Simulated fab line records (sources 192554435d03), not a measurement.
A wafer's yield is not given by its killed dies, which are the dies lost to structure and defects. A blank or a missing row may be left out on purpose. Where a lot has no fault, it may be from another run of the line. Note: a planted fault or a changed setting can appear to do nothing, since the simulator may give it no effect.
Which tool was responsible? -- flow n5_finfet -- Sampling: 10 lots, 30 wafers, 5 of 1938 route steps

## WHAT THE GAUGES SHOWED, per wafer
N5_BEOL_M2_RS_MEAS_58: a four-point-probe measurement.
lot,measured,on,M2_RS (ohm/sq)
L074,day 6 22:38,film_metro-02,0.72 0.65 0.67
L078,day 8 05:16,film_metro-02,0.65 0.65 0.67
L080,day 8 16:44,film_metro-02,0.66 0.66 0.68
L081,day 8 22:11,film_metro-01,0.66 0.69 0.76
L084,day 9 02:10,film_metro-02,0.66 0.68 0.64
L087,day 10 00:37,film_metro-01,0.73 0.65 0.62
L089,day 11 00:16,film_metro-02,0.75 0.70 0.76
L091,day 11 05:05,film_metro-02,0.67 0.68 0.72
L093,day 11 23:43,film_metro-01,0.67 0.65 0.68
L096,day 12 08:05,film_metro-01,0.62 0.61 0.63

## EACH LOT AND THE TOOL THAT RAN IT (in order: tool; ch and the chambers of the sampled wafers; start)
lot,N5_BEOL_M2_ETCHBACK_99,N5_BEOL_M2_VIA_ETCH_34,N5_BEOL_M2_SPUTTER_88,N5_BEOL_M2_ANNEAL_51
L074,"rie_diel-04 ch 0,2, day 6 18:05","rie_diel-04 ch 0,2, day 6 18:13","pvd_sputter-03, day 6 20:37","rtp_anneal-02 ch 0, day 6 21:47"
L078,"rie_diel-03 ch 0,3, day 8 00:26","rie_diel-03 ch 0,3, day 8 00:35","pvd_sputter-03, day 8 02:53","rtp_anneal-01 ch 0, day 8 04:23"
L080,"rie_diel-04 ch 1,3, day 8 12:20","rie_diel-04 ch 1,3, day 8 12:28","pvd_sputter-02, day 8 14:48","rtp_anneal-01 ch 0, day 8 15:55"
L081,"rie_diel-05 ch 0,2,3, day 8 16:08","rie_diel-05 ch 0,2,3, day 8 16:17","pvd_sputter-02, day 8 20:16","rtp_anneal-01 ch 0, day 8 21:20"
L084,"rie_diel-04 ch 0,1,3, day 8 21:38","rie_diel-04 ch 0,1,3, day 8 21:47","pvd_sputter-03, day 9 00:14","rtp_anneal-01 ch 0, day 9 01:19"
L087,"rie_diel-05 ch 0,2,3, day 9 19:55","rie_diel-05 ch 0,2,3, day 9 20:04","pvd_sputter-01, day 9 22:37","rtp_anneal-02 ch 0, day 9 23:41"
L089,"rie_diel-05 ch 0,2,3, day 10 15:36","rie_diel-05 ch 0,2,3, day 10 15:44","pvd_sputter-01, day 10 22:20","rtp_anneal-02 ch 0, day 10 23:25"
L091,"rie_diel-05 ch 0,1,3, day 11 00:56","rie_diel-05 ch 0,1,3, day 11 01:05","pvd_sputter-01, day 11 03:10","rtp_anneal-01 ch 0, day 11 04:22"
L093,"rie_diel-05 ch 2,3, day 11 19:13","rie_diel-05 ch 1,3, day 11 19:22","pvd_sputter-01, day 11 21:41","rtp_anneal-01 ch 0, day 11 22:46"
L096,"rie_diel-03 ch 0,2, day 12 03:24","rie_diel-03 ch 0,2, day 12 03:32","pvd_sputter-01, day 12 06:05","rtp_anneal-01 ch 0, day 12 07:14"
- N5_BEOL_M2_ETCHBACK_99: etches SiO2 in CHF3, target depth 5 nm, time 10.4 s.
- N5_BEOL_M2_VIA_ETCH_34: etches the open film in C4F6/O2, target depth 69.4 nm, time 65.9 s.
- N5_BEOL_M2_SPUTTER_88: material Cu, target thk 4.5 nm, time 8.29 s.
- N5_BEOL_M2_ANNEAL_51: time 90 s.

## THE ANSWER, worked out from the rows above alone
Rule: the usual values come from the lots themselves. The widest of any qualifying gaps counts: lots, ordered by their means at a reading, are off when they make up no more than a third of the lots, leave a main group of 4 or more, and stand apart from it by 3 or more times the standard deviation of that group's means. Not used: any main group whose means are identical at the precision the tables above print for the reading. A lot without any number at a reading at which 4 lots or more have one is off too. Any other lot the step has rows for is counted as sound.
Across all readings shown, no lot is off: no conclusion can be drawn from this.

## WHAT HAD BEEN PUT IN BY THE SIMULATOR
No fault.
